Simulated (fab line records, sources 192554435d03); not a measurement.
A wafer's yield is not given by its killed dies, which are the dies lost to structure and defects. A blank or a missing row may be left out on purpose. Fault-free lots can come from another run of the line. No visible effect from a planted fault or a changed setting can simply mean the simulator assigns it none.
Chamber matching || flow n5-finfet || cmp-03 running N5_BEOL_M11_CMP_52: 4 sister chambers
The step polishes, stops on SiCOH lowk, t overpolish 7 s, target thk 140 nm. 8 wafers are shown with their chamber, then 12 later ones without.

## WAFERS WITH THEIR CHAMBER
{"wafer": "L080.1", "chamber": 1, "motor-current-A (A)": 6.3, "time-to-endpoint-s (s)": 66}
{"wafer": "L082.1", "chamber": 0, "motor-current-A (A)": 5.9, "time-to-endpoint-s (s)": 69}
{"wafer": "L081.1", "chamber": 1, "motor-current-A (A)": 6.6, "time-to-endpoint-s (s)": 68}
{"wafer": "L081.3", "chamber": 0, "motor-current-A (A)": 5.9, "time-to-endpoint-s (s)": 65}
{"wafer": "L081.4", "chamber": 2, "motor-current-A (A)": 6.8, "time-to-endpoint-s (s)": 71}
{"wafer": "L084.2", "chamber": 2, "motor-current-A (A)": 6.7, "time-to-endpoint-s (s)": 70}
{"wafer": "L084.3", "chamber": 3, "motor-current-A (A)": 6.0, "time-to-endpoint-s (s)": 69}
{"wafer": "L084.6", "chamber": 3, "motor-current-A (A)": 6.2, "time-to-endpoint-s (s)": 71}

## WAFERS WITHOUT THEIR CHAMBER
{"wafer": "L089.1", "motor-current-A (A)": 7.1, "time-to-endpoint-s (s)": 66}
{"wafer": "L089.2", "motor-current-A (A)": 5.9, "time-to-endpoint-s (s)": 65}
{"wafer": "L089.3", "motor-current-A (A)": 6.1, "time-to-endpoint-s (s)": 67}
{"wafer": "L089.4", "motor-current-A (A)": 6.5, "time-to-endpoint-s (s)": 66}
{"wafer": "L089.5", "motor-current-A (A)": 6.0, "time-to-endpoint-s (s)": 64}
{"wafer": "L089.6", "motor-current-A (A)": 6.0, "time-to-endpoint-s (s)": 66}
{"wafer": "L091.1", "motor-current-A (A)": 6.0, "time-to-endpoint-s (s)": 64}
{"wafer": "L091.2", "motor-current-A (A)": 6.3, "time-to-endpoint-s (s)": 65}
{"wafer": "L091.6", "motor-current-A (A)": 6.2, "time-to-endpoint-s (s)": 69}
{"wafer": "L097.2", "motor-current-A (A)": 7.0, "time-to-endpoint-s (s)": 68}
{"wafer": "L097.4", "motor-current-A (A)": 6.5, "time-to-endpoint-s (s)": 65}
{"wafer": "L097.6", "motor-current-A (A)": 6.4, "time-to-endpoint-s (s)": 67}

## WHICH CHAMBER EACH WENT THROUGH
{"wafer": "L089.1", "from the rows above": "can't be placed: 2 or 1", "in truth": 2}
{"wafer": "L089.2", "from the rows above": 0, "in truth": 0}
{"wafer": "L089.3", "from the rows above": "can't be placed: 0 or 3 or 1", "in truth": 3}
{"wafer": "L089.4", "from the rows above": 1, "in truth": 1}
{"wafer": "L089.5", "from the rows above": "can't be placed: 0 or 3 or 1", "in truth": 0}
{"wafer": "L089.6", "from the rows above": "can't be placed: 0 or 3", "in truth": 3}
{"wafer": "L091.1", "from the rows above": "can't be placed: 0 or 3 or 1", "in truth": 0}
{"wafer": "L091.2", "from the rows above": "can't be placed: 1 or 3 or 0", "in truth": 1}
{"wafer": "L091.6", "from the rows above": "can't be placed: 3 or 1 or 0", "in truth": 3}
{"wafer": "L097.2", "from the rows above": "can't be placed: 2 or 1", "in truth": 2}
{"wafer": "L097.4", "from the rows above": 1, "in truth": 1}
{"wafer": "L097.6", "from the rows above": 1, "in truth": 1}
Correctly placed: 4 of 12. Unplaceable from these rows: 8, with the true chamber sitting among the candidates in 8. Number placed wrongly: 0.
How it was worked out, from the rows above alone: a wafer's distance from a chamber is the root of the sum, over the readings, of the square of ((its reading less the chamber's mean) divided by the reading's scatter). If the next closest chamber is less than 2 further off than the closest, the wafer can't be placed; otherwise it belongs to the closest. For every chamber, the mean is computed from those of its wafers that are shown. The scatter: take each reading less its chamber's mean, square it, sum over the shown wafers, divide by the number of wafers less the number of chambers, and take the root.
